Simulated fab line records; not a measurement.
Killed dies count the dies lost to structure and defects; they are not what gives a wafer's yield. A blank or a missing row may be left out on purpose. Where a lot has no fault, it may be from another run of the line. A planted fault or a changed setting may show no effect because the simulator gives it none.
Chamber matching | flow nandHarc | NHARC_A_STAIRCASE_ETCH_313 on rieDiel-04 has 4 sister chambers
The step etches the open film in CF4/CHF3. 8 wafers are shown with their chamber, then 9 later ones without.

== EACH WAFER AND ITS CHAMBER ==
wafer  | chamber | showerheadPlenumPTorr (Torr) | rfVppV (V)
L075.6 | 0       | 1.46                         | 367.0
L077.3 | 1       | 1.70                         | 374.7
L077.5 | 0       | 1.46                         | 367.1
L081.4 | 3       | 1.55                         | 368.7
L081.6 | 2       | 1.57                         | 370.2
L089.4 | 3       | 1.55                         | 368.8
L089.5 | 2       | 1.57                         | 371.4
L089.6 | 1       | 1.68                         | 374.0

== WAFERS MISSING THEIR CHAMBER ==
wafer  | showerheadPlenumPTorr (Torr) | rfVppV (V)
L091.2 | 1.70                         | 373.7
L091.3 | 1.55                         | 369.3
L091.5 | 1.68                         | 373.2
L095.3 | 1.54                         | 369.5
L095.5 | 1.70                         | 374.0
L095.6 | 1.68                         | 374.6
L096.2 | 1.54                         | 369.0
L096.3 | 1.69                         | 375.2
L096.6 | 1.69                         | 374.7

== EACH ONE'S CHAMBER ==
wafer  | from the rows above | in truth
L091.2 | 1                   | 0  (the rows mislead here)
L091.3 | 3                   | 3
L091.5 | 1                   | 1
L095.3 | 3                   | 3
L095.5 | 1                   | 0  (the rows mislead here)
L095.6 | 1                   | 1
L096.2 | 3                   | 3
L096.3 | 1                   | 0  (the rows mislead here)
L096.6 | 1                   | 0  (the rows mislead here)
Correct placement for 5 of the 9. From these rows, 0 cannot be placed. Wrongly placed: 4.
How it was worked out, from the rows above alone: a wafer's distance from a chamber is the root of the sum, over the readings, of the square of ((its reading less the chamber's mean) divided by the reading's scatter). The wafer belongs to the nearest chamber; if the next one is less than 2 further off, it can't be placed. For every chamber, the mean is computed from those of its wafers that are shown. The scatter: take each reading less its chamber's mean, square it, sum over the shown wafers, divide by the number of wafers less the number of chambers, and take the root.
